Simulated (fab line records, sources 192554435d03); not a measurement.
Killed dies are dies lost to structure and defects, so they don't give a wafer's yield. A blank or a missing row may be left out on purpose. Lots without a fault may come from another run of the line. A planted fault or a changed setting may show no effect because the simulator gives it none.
Split-lot experiment | flow n5_finfet | 7 lots, 21 wafers read, on a route of 1938 steps

THE SPLIT
At N5_BEOL_M11_PECVD_70 (deposits SiO2 from TEOS/O2, target thk 20 nm, time 22.7 s), the setting time_s was moved away from the recipe's 22.7 s on 6 of the 21 wafers read, by -12.4% to +4.8%. The other wafers ran this setting at the recipe's value.

The reading is taken at the split's own step.

THE READING
SiO2_of_BEOL_M11_PECVD_70.thk_nm (the simulator's own value, which no gauge read), in nm, at N5_BEOL_M11_PECVD_70 (deposits SiO2 from TEOS/O2, target thk 20 nm, time 22.7 s). The file gives no usual value for it. The 15 wafers here that ran the recipe average 20.1 nm, standard deviation 0.49 nm.

wafer  | tool, chamber at the split | time_s as run, s | against the recipe | SiO2_of_BEOL_M11_PECVD_70.thk_nm, nm | against lot-mates on the recipe
L077.1 | pecvd-02, 2                | 21.04            | -7.3%              | 19                                   | -1.8
L077.4 | pecvd-02, 0,2              | 22.7             | recipe             | 20.8                                 | -
L077.6 | pecvd-02, 0,2              | 22.7             | recipe             | 20.8                                 | -
L076.1 | pecvd-04, 1                | 22.7             | recipe             | 20                                   | -
L076.2 | pecvd-04, 0                | 22.7             | recipe             | 20.2                                 | -
L076.3 | pecvd-04, 2                | 22.7             | recipe             | 20.4                                 | -
L080.2 | pecvd-01, 2                | 22.7             | recipe             | 19.2                                 | -
L080.3 | pecvd-01, 1                | 22.7             | recipe             | 19.4                                 | -
L080.5 | pecvd-01, 1                | 22.7             | recipe             | 19.8                                 | -
L083.2 | pecvd-04, 0                | 19.88            | -12.4%             | 17.6                                 | -2.6
L083.4 | pecvd-04, 0                | 19.88            | -12.4%             | 18                                   | -2.2
L083.6 | pecvd-04, 1                | 22.7             | recipe             | 20.2                                 | -
L084.2 | pecvd-01, 2                | 22.7             | recipe             | 19.8                                 | -
L084.4 | pecvd-01, 2                | 20.43            | -10.0%             | 18.2                                 | -1.6
L084.6 | pecvd-01, 0                | 20.43            | -10.0%             | 18                                   | -1.8
L093.1 | pecvd-02, 1,0              | 22.7             | recipe             | 20.8                                 | -
L093.4 | pecvd-02, 1,0              | 22.7             | recipe             | 20.8                                 | -
L093.2 | pecvd-02, 0                | 23.8             | +4.8%              | 21.2                                 | +0.4
L094.2 | pecvd-01, 1                | 22.7             | recipe             | 20                                   | -
L094.3 | pecvd-01, 2                | 22.7             | recipe             | 19.8                                 | -
L094.4 | pecvd-01, 2                | 22.7             | recipe             | 20.2                                 | -
Where a row lists several chambers, the file gives one row for several wafers and doesn't say which wafer went through which chamber.

THE FIT
A straight line over all 21 wafers: SiO2_of_BEOL_M11_PECVD_70.thk_nm changes by +0.194 nm for each +1% of time_s; r = +0.91; the points scatter about the line by 0.45 nm.
The same after taking each lot's own level away (the mean of its wafers on the recipe; 21 wafers): +0.182 nm for each +1%; r = +0.97; scatter 0.22 nm.
On that fit, the largest move of time_s shifts the reading by 2.3 nm.
The lots' own levels span 19.47 to 20.80 nm, that is 2.7 times the standard deviation above.
So the lot-to-lot level changes the slope little: the two slopes agree.
Check: with one of the wafers moved furthest among these (-12.4%) left out of the fit, the line predicts -2.2 nm for it against its lot-mates. It came out at -2.6 nm against them.

OTHER SPLITS ON THESE WAFERS
These wafers also went through other splits before the reading. Each is held against what the fit with the lots' levels taken away leaves over:
other split on the same wafers | wafers away from the commonest value | r with SiO2_of_BEOL_M11_PECVD_70.thk_nm (lot level and that fit taken away)
N5_BEOL_M10_EXPOSE_08 dose_mj  | 9                                    | -0.03

THE FILE'S OWN FIT
SiO2_of_BEOL_M11_PECVD_70.thk_nm changes by +0.187 nm for each +1% of time_s, r = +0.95.
